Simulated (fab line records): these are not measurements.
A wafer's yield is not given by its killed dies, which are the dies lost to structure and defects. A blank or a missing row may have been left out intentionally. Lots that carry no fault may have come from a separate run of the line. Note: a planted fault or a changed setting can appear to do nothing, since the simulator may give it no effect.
Comparing a struck lot with a sound one || flow n5_finfet || 14 out of 1938 route steps
Sound: the wafers L735.2, L735.3, L735.4. Struck: wafers L746.5, L746.6. (L746.4 of the same lot was not struck and is left out.) The cause comes at the end.
Order at every step that has rows: each side's tool, ch and its chambers, its first start. Under that, the readings that differ: sound wafers || struck wafers || difference of the means || sigmas: that difference in standard deviations of wafers without a fault.
alike: a reading whose means differ by less than 2 such deviations, as well as words and numbers matching on both sides. not compared: withheld readings; readings where some wafer has no value; bounds like >300 that might hide an equal value; numbers whose values overlap and for which the record gives no deviation.
A row with sigmas, a row that says differs or no value, or rows on one side alone: a step with any of these is where the two part. When numbers do not overlap yet have no deviation, they are printed without sigmas and do not part them. A reading that every wafer of one side lacks parts them only if that side has two wafers or more.

N5_BEOL_M13_THK_MEAS_50: measures by xrf.
  sound: film_metro-02 at day 13 11:34; struck: film_metro-02 at day 15 02:27
  alike: M13_THK
then, 1 step without rows for these wafers: N5_BEOL_M13_PRE_CLEAN_52 (time 15 s).
N5_BEOL_M13_DEP_53: deposits SiCN from 3MS/NH3, target thk 50 nm, time 17.8 s.
  sound on pecvd-04 ch 0,2, day 13 11:38; struck on pecvd-04 ch 0,2, day 15 02:32
  alike: showerhead_plenum_p_Torr, throttle_valve_pct
N5_BEOL_M13_RS_MEAS_54: measurement is done with a four-point probe.
  sound: film_metro-01 at day 13 11:41; struck: film_metro-02 at day 15 02:35
  alike: M13_RS
N5_BEOL_M13_INSPECT_55: inspects for defects (darkfield).
  sound: defect_inspect-01 at day 13 11:43; struck: defect_inspect-02 at day 15 02:37
  alike: raw_defect_count
N5_BEOL_M14_ILD_DEP_00: deposits SiO2 from TEOS/O2, target thk 1119.3 nm, time 237.4 s.
  sound on pecvd-04 ch 1,2, day 13 11:46; struck on pecvd-03 ch 0,2, day 15 02:43
  alike: heater_power_w, showerhead_plenum_p_Torr, throttle_valve_pct
N5_BEOL_M14_THK_MEAS_01:
  sound: film_metro-01 at day 13 11:57; struck: film_metro-02 at day 15 02:50
  alike: M14_ILD_THK
then, 5 steps without rows for these wafers: N5_BEOL_M14_COAT_58 (time 60 s, resist thk 89 nm); N5_BEOL_M14_COAT_04 (resist thk 800 nm); N5_BEOL_M14_EBR_06; N5_BEOL_M14_SOFTBAKE_05 (time 60 s); N5_BEOL_M14_EXPOSE_07 (exposes mask V13).
N5_BEOL_M14_PEB_08: peb time 90 s.
  sound on litho_track-05 ch 0, day 13 12:08; struck on litho_track-05 ch 0, day 15 03:09
{"reading": "heater_power_total_W (W)", "sound": "172.2 172.8 172.8", "struck": "179.4 178.6", "difference": "+6.4", "sigmas": "+8"}
then, 1 step without rows for these wafers: N5_BEOL_M14_DEVELOP_09 (develop time 45 s).

WHERE THEY PART
At N5_BEOL_M14_PEB_08 and nowhere else, as far as this record goes.

WHY: the cause the simulator had injected
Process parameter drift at N5_BEOL_M14_PEB_08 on litho_track-05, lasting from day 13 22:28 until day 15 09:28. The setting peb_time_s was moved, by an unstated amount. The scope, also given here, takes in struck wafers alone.
